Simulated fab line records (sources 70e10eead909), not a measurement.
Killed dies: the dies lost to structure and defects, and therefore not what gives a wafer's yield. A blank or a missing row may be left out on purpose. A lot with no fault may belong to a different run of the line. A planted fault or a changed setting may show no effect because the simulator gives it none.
Matching of chambers -- flow nand_harc -- cmp-04 running NHARC_P_BONDPAD_CMP_19: 4 sister chambers
The step polishes, t overpolish 30 s, cu recess touch 16 s, target thk 160.81 nm. 4 wafers are shown with their chamber, then 8 later ones without.

WAFERS PAIRED WITH THEIR CHAMBERS
wafer,chamber,motor_current_A (A)
L087.6,0,12.9
L090.3,3,10.1
L090.4,1,13.6
L092.3,2,11.6

WAFERS WHOSE CHAMBER IS MISSING
wafer,motor_current_A (A)
L092.5,13.3
L092.6,11.3
L096.1,11.3
L096.2,13.5
L096.3,11.2
L097.2,11.2
L097.4,12.6
L097.6,14.0

EACH ONE'S CHAMBER
wafer,from the rows above,in truth
L092.5,can't be placed: 1 or 0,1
L092.6,2,2
L096.1,2,2
L096.2,can't be placed: 1 or 0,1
L096.3,2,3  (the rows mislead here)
L097.2,2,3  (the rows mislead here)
L097.4,0,0
L097.6,1,1
Placed correctly: 4 of 8. Unplaceable from these rows: 2, with the true chamber sitting among the candidates in 2. 2 placed wrongly.
How it was worked out, from the rows above alone: a wafer's distance from a chamber is the root of the sum, over the readings, of the square of ((its reading less the chamber's mean) divided by the reading's scatter). The wafer belongs to the nearest chamber; if the next one is less than 2 further off, it can't be placed. A chamber's mean is the mean of its shown wafers. The scatter: root of mean squared gap, hidden wafer to nearest shown wafer, with one shown wafer a chamber.
